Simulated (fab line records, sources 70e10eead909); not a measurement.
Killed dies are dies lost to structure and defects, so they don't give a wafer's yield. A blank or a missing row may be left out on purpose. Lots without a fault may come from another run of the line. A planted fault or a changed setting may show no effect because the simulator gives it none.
Tool commonality check | flow nand_harc | 11 lots, 33 wafers sampled

WHY IT WAS OPENED
At NHARC_END_SORT_01 the reading killed_at_array is flagged on 3 of 11 lots. Wafers without a fault read 29, standard deviation 10.
Rule: a lot is flagged when every wafer of it that has a number lies more than 4 standard deviations from that mean, or none has a number. The other lots count as sound.

lot  | measured     | on        | killed_at_array, wafer by wafer | flag
L810 | day 20 18:37 | prober-01 | 24 23 25                        |
L809 | day 20 20:20 | prober-02 | 36 38 41                        |
L815 | day 21 02:30 | prober-02 | 15 26 23                        |
L811 | day 21 10:09 | prober-01 | 29 40 23                        |
L820 | day 22 02:04 | prober-02 | 42 54 37                        |
L817 | day 22 09:40 | prober-01 | 13 8 22                         |
L819 | day 22 09:56 | prober-02 | 669 668 669                     | FLAGGED
L822 | day 22 18:23 | prober-01 | 674 674 672                     | FLAGGED
L821 | day 23 06:19 | prober-02 | 674 677 675                     | FLAGGED
L830 | day 25 01:55 | prober-01 | 21 23 27                        |
L831 | day 25 08:32 | prober-02 | 34 53 34                        |
The numbers of the flagged lots are 672 on average: +643 against the usual, or +64 standard deviations.

WHICH TOOL RAN EACH LOT
The record holds 4 process steps before the reading, out of a route of 1159 steps. In each cell: the tool, then ch and the chambers that the sampled wafers went through, then the start.
lot  | flag    | NHARC_A_CONTACT_ETCH_75            | NHARC_A_CONTACT_ETCH_131             | NHARC_A_CONTACT_ETCH_91            | NHARC_A_CONTACT_ETCH_106
L810 |         | rie_diel-01 ch 0,2,3, day 17 09:50 | har_cap_etch-03 ch 0,1, day 17 12:13 | rie_diel-01 ch 0,1, day 17 13:02   | rie_diel-01 ch 0,2,3, day 17 14:04
L809 |         | rie_diel-07 ch 0,3, day 17 02:41   | har_cap_etch-01 ch 0,1, day 17 04:49 | rie_diel-01 ch 0,3, day 17 05:40   | rie_diel-13 ch 0,2, day 17 06:10
L815 |         | rie_diel-07 ch 1,2,3, day 17 20:34 | har_cap_etch-03 ch 0,1, day 17 22:50 | rie_diel-01 ch 1,2,3, day 17 23:44 | rie_diel-01 ch 1,2,3, day 18 00:17
L811 |         | rie_diel-13 ch 0,1,3, day 17 23:05 | har_cap_etch-01 ch 0,1, day 18 01:50 | rie_diel-13 ch 2,3, day 18 02:56   | rie_diel-01 ch 0,1, day 18 03:52
L820 |         | rie_diel-13 ch 0,1,3, day 19 11:00 | har_cap_etch-03 ch 0,1, day 19 13:04 | rie_diel-01 ch 0,1,2, day 19 13:58 | rie_diel-13 ch 1,2, day 19 14:26
L817 |         | rie_diel-13 ch 0,3, day 19 14:42   | har_cap_etch-03 ch 0,1, day 19 16:51 | rie_diel-01 ch 0,2,3, day 19 17:41 | rie_diel-07 ch 0,1, day 19 18:13
L819 | FLAGGED | rie_diel-13 ch 0,1,3, day 19 12:59 | har_cap_etch-01 ch 0,1, day 19 15:05 | rie_diel-13 ch 1,2,3, day 19 15:57 | rie_diel-13 ch 1,2, day 19 16:27
L822 | FLAGGED | rie_diel-07 ch 0,1, day 19 21:26   | har_cap_etch-02 ch 0,1, day 20 00:05 | rie_diel-07 ch 0,2,3, day 20 00:58 | rie_diel-01 ch 0,2,3, day 20 01:44
L821 | FLAGGED | rie_diel-07 ch 0,1,3, day 20 05:19 | har_cap_etch-01 ch 0,1, day 20 07:23 | rie_diel-07 ch 0,1,2, day 20 08:14 | rie_diel-01 ch 0,2,3, day 20 08:46
L830 |         | rie_diel-13 ch 0,1,3, day 22 13:19 | har_cap_etch-02 ch 0,1, day 22 15:28 | rie_diel-13 ch 0,1,2, day 22 16:16 | rie_diel-13 ch 0,1,2, day 22 17:26
L831 |         | rie_diel-13 ch 0,2,3, day 22 18:55 | har_cap_etch-03 ch 0,1, day 22 21:11 | rie_diel-07 ch 0,1,3, day 22 22:02 | rie_diel-01 ch 0,1,3, day 22 22:39
What these steps do:
- NHARC_A_CONTACT_ETCH_75: etches the open film in CF4, target depth 39 nm, time 65 s.
- NHARC_A_CONTACT_ETCH_131: etches the open film in C4F8/O2/Ar, time 155 s, target depth 956 nm.
- NHARC_A_CONTACT_ETCH_91: etches the open film in CH3F/O2, target depth 40 nm, time 85.7 s.
- NHARC_A_CONTACT_ETCH_106: etches the open film in CF4/O2, target depth 60 nm, overetch 6 nm, time 33 s.
- NHARC_END_SORT_01

FLAGGED OVER TOTAL, TOOL BY TOOL (the gauges that took the reading come last)
step                     | tool            | lots run | flagged | share of the flagged lots | sound lots run after its first flagged lot
NHARC_A_CONTACT_ETCH_75  | rie_diel-01     | 1        | 0       | none                      | -
NHARC_A_CONTACT_ETCH_75  | rie_diel-07     | 4        | 2       | some                      | 0
NHARC_A_CONTACT_ETCH_75  | rie_diel-13     | 6        | 1       | some                      | 3 (L817,L830,L831)
NHARC_A_CONTACT_ETCH_131 | har_cap_etch-01 | 4        | 2       | some                      | 0
NHARC_A_CONTACT_ETCH_131 | har_cap_etch-02 | 2        | 1       | some                      | 1 (L830)
NHARC_A_CONTACT_ETCH_131 | har_cap_etch-03 | 5        | 0       | none                      | -
NHARC_A_CONTACT_ETCH_91  | rie_diel-01     | 5        | 0       | none                      | -
NHARC_A_CONTACT_ETCH_91  | rie_diel-07     | 3        | 2       | some                      | 1 (L831)
NHARC_A_CONTACT_ETCH_91  | rie_diel-13     | 3        | 1       | some                      | 1 (L830)
NHARC_A_CONTACT_ETCH_106 | rie_diel-01     | 6        | 2       | some                      | 1 (L831)
NHARC_A_CONTACT_ETCH_106 | rie_diel-07     | 1        | 0       | none                      | -
NHARC_A_CONTACT_ETCH_106 | rie_diel-13     | 4        | 1       | some                      | 1 (L830)
NHARC_END_SORT_01        | prober-01       | 5        | 1       | some                      | 1 (L830)
NHARC_END_SORT_01        | prober-02       | 6        | 2       | some                      | 1 (L831)

WHAT THE TABLE ALLOWS
No row of the table ran every flagged lot.

WHAT THE SIMULATOR HAD PUT IN
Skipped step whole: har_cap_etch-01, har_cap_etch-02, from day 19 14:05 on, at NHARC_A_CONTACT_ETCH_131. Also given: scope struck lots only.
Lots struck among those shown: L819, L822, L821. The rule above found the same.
